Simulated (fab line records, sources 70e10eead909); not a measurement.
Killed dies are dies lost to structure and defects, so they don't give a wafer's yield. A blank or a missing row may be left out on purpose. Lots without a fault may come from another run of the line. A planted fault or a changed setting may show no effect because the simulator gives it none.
A struck lot beside a sound one | flow nand_harc | 13 steps out of a route of 1302
Sound: wafers L617.1, L617.3, L617.6. Struck: wafer L613.4. (L613.1 of the same lot was not struck and is left out.) The cause comes at the end.
At each step with rows: each side's tool, then ch and its chambers, then its first start. Under that, the readings that differ: sound wafers | struck wafers | difference of the means | sigmas: that difference in standard deviations of wafers without a fault.
alike: readings whose means differ by less than 2 such deviations, and words and numbers that are the same on both sides. not compared: withheld readings, readings that some wafer has no value for, bounds like >300 that may hide the same value, and numbers for which the record gives no deviation and whose values overlap.
The two part at a step that has a row with sigmas, a row that says differs or no value, or rows on one side only. Numbers that don't overlap but have no deviation are shown without sigmas and don't part them. A reading that every wafer of one side lacks parts them only if that side has two wafers or more.

first, 1 step without rows for these wafers: NHARC_A_STAIRCASE_HARDBAKE_185 (time 140 s).
NHARC_A_STAIRCASE_DESCUM_186: chemistry O2, time 3 s.
  sound on rie_diel-07 ch 0,1,2, day 23 21:30; struck on rie_diel-08 ch 2, day 22 01:02
  reading                         | sound          | struck | difference | sigmas
  showerhead_plenum_p_Torr (Torr) | 2.04 1.96 1.96 | 1.80   | -0.19      | -2
  alike: drypump_motor_current_A, o2_flow_sccm, oes_product_au, rf_vpp_V, throttle_valve_pct
  not compared: rf_hours_counter_h
then, 2 steps without rows for these wafers: NHARC_A_STAIRCASE_TRIM_187 (chemistry O2, time 211.2 s); NHARC_A_STAIRCASE_ETCH_188 (etches the open film in C4F8/O2, target depth 100 nm, time 40.5 s).
NHARC_A_STAIRCASE_TRIM_189: chemistry O2, time 211.2 s.
  sound on rie_diel-07 ch 2,3; struck on rie_diel-08 ch 0
  alike: drypump_motor_current_A, o2_flow_sccm, oes_product_au, rf_vpp_V, run_length_s, showerhead_plenum_p_Torr, throttle_valve_pct
  not compared: rf_hours_counter_h
NHARC_A_STAIRCASE_ETCH_190: etches the open film in C4F8/O2, target depth 100 nm, time 40.5 s.
  sound on rie_diel-07 ch 1,2,3; struck on rie_diel-08 ch 2
  alike: oes_product_au, rf_vpp_V
  not compared: rf_hours_counter_h
NHARC_A_STAIRCASE_TRIM_191: chemistry O2, time 211.2 s.
  sound on rie_diel-07 ch 0,1; struck on rie_diel-08 ch 1
  reading          | sound             | struck | difference | sigmas
  run_length_s (s) | 231.6 232.4 231.4 | 233.2  | +1.4       | +2
  alike: drypump_motor_current_A, o2_flow_sccm, oes_product_au, rf_vpp_V, showerhead_plenum_p_Torr, throttle_valve_pct
  not compared: rf_hours_counter_h
NHARC_A_STAIRCASE_ETCH_192: etches the open film in C4F8/O2, target depth 100 nm, time 40.5 s.
  sound on rie_diel-07 ch 1,2,3; struck on rie_diel-08 ch 0
  alike: oes_product_au, rf_vpp_V
  not compared: rf_hours_counter_h
then, 2 steps without rows for these wafers: NHARC_A_STAIRCASE_TRIM_193 (chemistry O2, time 211.2 s); NHARC_A_STAIRCASE_ETCH_194 (etches the open film in C4F8/O2, target depth 100 nm, time 40.5 s).
NHARC_A_STAIRCASE_TRIM_196: chemistry O2, time 211.2 s.
  sound on rie_diel-07 ch 0,1,2, day 23 22:53; struck on rie_diel-08 ch 2, day 22 02:31
  reading                         | sound             | struck | difference | sigmas
  run_length_s (s)                | 231.5 232.4 232.2 | 226.4  | -5.6       | -10
  showerhead_plenum_p_Torr (Torr) | 3.75 3.61 3.61    | 3.33   | -0.33      | -2
  alike: drypump_motor_current_A, o2_flow_sccm, oes_product_au, rf_vpp_V, throttle_valve_pct
  not compared: rf_hours_counter_h
then, 2 steps without rows for these wafers: NHARC_A_STAIRCASE_ETCH_197 (etches the open film in C4F8/O2, target depth 100 nm, time 40.5 s); NHARC_END_SORT_01.

WHERE THEY PART
First at NHARC_A_STAIRCASE_DESCUM_186; last, within this record, at NHARC_A_STAIRCASE_TRIM_196.

WHY: what the simulator had put in
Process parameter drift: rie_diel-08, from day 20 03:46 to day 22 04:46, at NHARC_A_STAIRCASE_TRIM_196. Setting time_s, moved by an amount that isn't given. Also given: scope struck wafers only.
